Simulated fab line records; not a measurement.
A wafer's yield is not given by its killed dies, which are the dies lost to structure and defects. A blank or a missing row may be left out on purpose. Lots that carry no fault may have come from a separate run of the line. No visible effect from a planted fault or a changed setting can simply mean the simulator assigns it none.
Matching of chambers + flow n5-finfet + N5_BEOL_M4_DEP_57 on pecvd-03 has 3 sister chambers
The step deposits SiCN from 3MS/NH3, target thk 8 nm, time 14 s. 6 wafers are shown with their chamber, then 8 later ones without.

== WAFERS WITH THEIR CHAMBER ==
| wafer  | chamber | throttle-valve-pct (%) | showerhead-plenum-p-Torr (Torr) |
|--------|---------|------------------------|---------------------------------|
| L081.5 | 1       | 10.0                   | 3.662                           |
| L081.6 | 2       | 9.1                    | 3.658                           |
| L086.1 | 2       | 9.1                    | 3.659                           |
| L086.3 | 0       | 9.5                    | 3.662                           |
| L086.5 | 0       | 9.5                    | 3.662                           |
| L093.2 | 1       | 9.6                    | 3.666                           |

== WAFERS WITH NO CHAMBER GIVEN ==
| wafer  | throttle-valve-pct (%) | showerhead-plenum-p-Torr (Torr) |
|--------|------------------------|---------------------------------|
| L093.3 | 10.0                   | 3.671                           |
| L093.5 | 9.9                    | 3.661                           |
| L095.1 | 9.3                    | 3.662                           |
| L095.4 | 9.1                    | 3.670                           |
| L095.5 | 9.7                    | 3.668                           |
| L096.1 | 9.4                    | 3.656                           |
| L096.2 | 9.2                    | 3.661                           |
| L096.5 | 10.0                   | 3.658                           |

== WHICH CHAMBER EACH WENT THROUGH ==
| wafer  | from the rows above          | in truth |
|--------|------------------------------|----------|
| L093.3 | can't be placed: 1 or 0      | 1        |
| L093.5 | can't be placed: 1 or 0      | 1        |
| L095.1 | can't be placed: 0 or 2      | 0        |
| L095.4 | can't be placed: 0 or 1 or 2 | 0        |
| L095.5 | can't be placed: 1 or 0      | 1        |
| L096.1 | can't be placed: 2 or 0      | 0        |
| L096.2 | can't be placed: 2 or 0      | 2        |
| L096.5 | can't be placed: 1 or 0 or 2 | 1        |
Correctly placed: 0 of 8. These rows do not allow placing 8 (true chamber among the candidates in 8). Placed wrongly: 0.
How it was worked out, from the rows above alone: a wafer's distance from a chamber is the root of the sum, over the readings, of the square of ((its reading less the chamber's mean) divided by the reading's scatter). If the next closest chamber is less than 2 further off than the closest, the wafer can't be placed; otherwise it belongs to the closest. A chamber's mean is the mean of its shown wafers. The scatter is the square root of a quotient: the sum, over the shown wafers, of each reading's squared deviation from its chamber's mean, divided by wafers minus chambers.
